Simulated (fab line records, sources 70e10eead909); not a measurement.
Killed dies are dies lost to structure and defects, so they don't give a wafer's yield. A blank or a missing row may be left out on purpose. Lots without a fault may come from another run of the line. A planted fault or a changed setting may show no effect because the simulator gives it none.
Chamber matching | flow nand_harc | NHARC_P_M2_CMP_23 on cmp-03: 4 sister chambers
The step polishes, t overpolish 20 s, target thk 144.3 nm. 8 wafers are shown with their chamber, then 10 later ones without.

WAFERS WITH THEIR CHAMBER
wafer  | chamber | motor_current_A (A) | time_to_endpoint_s (s)
L075.6 | 1       | 11.0                | 27.0
L078.2 | 1       | 11.2                | 29.2
L081.2 | 0       | 13.5                | 28.0
L081.5 | 0       | 13.2                | 29.3
L089.2 | 2       | 13.0                | 30.8
L089.6 | 3       | 14.4                | 28.3
L092.4 | 3       | 14.1                | 29.3
L092.5 | 2       | 13.7                | 28.1

WAFERS WITHOUT THEIR CHAMBER
wafer  | motor_current_A (A) | time_to_endpoint_s (s)
L092.6 | 11.4                | 28.6
L093.4 | 13.6                | 23.8
L093.5 | 13.3                | 23.9
L093.6 | 14.0                | 21.6
L094.1 | 13.7                | 28.8
L094.2 | 14.0                | 27.8
L094.4 | 11.2                | 25.7
L097.1 | 13.2                | 32.1
L097.2 | 13.7                | 28.9
L097.5 | 13.6                | 33.6

WHICH CHAMBER EACH WENT THROUGH
wafer  | from the rows above          | in truth
L092.6 | 1                            | 1
L093.4 | can't be placed: 0 or 2 or 3 | 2
L093.5 | can't be placed: 0 or 2 or 3 | 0
L093.6 | can't be placed: 3 or 0 or 2 | 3
L094.1 | can't be placed: 0 or 2 or 3 | 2
L094.2 | can't be placed: 3 or 0 or 2 | 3
L094.4 | 1                            | 1
L097.1 | can't be placed: 2 or 0      | 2
L097.2 | can't be placed: 0 or 2 or 3 | 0
L097.5 | can't be placed: 2 or 0 or 3 | 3
Placed correctly: 2 of 10. Can't be placed from these rows: 8 (the true chamber is among the candidates in 8). Placed wrongly: 0.
How it was worked out, from the rows above alone: a wafer's distance from a chamber is the root of the sum, over the readings, of the square of ((its reading less the chamber's mean) divided by the reading's scatter). The wafer belongs to the nearest chamber; if the next one is less than 2 further off, it can't be placed. A chamber's mean is the mean of its shown wafers. The scatter: the root of (the sum of the squares of (reading less its chamber's mean) over the shown wafers, divided by (wafers less chambers)).
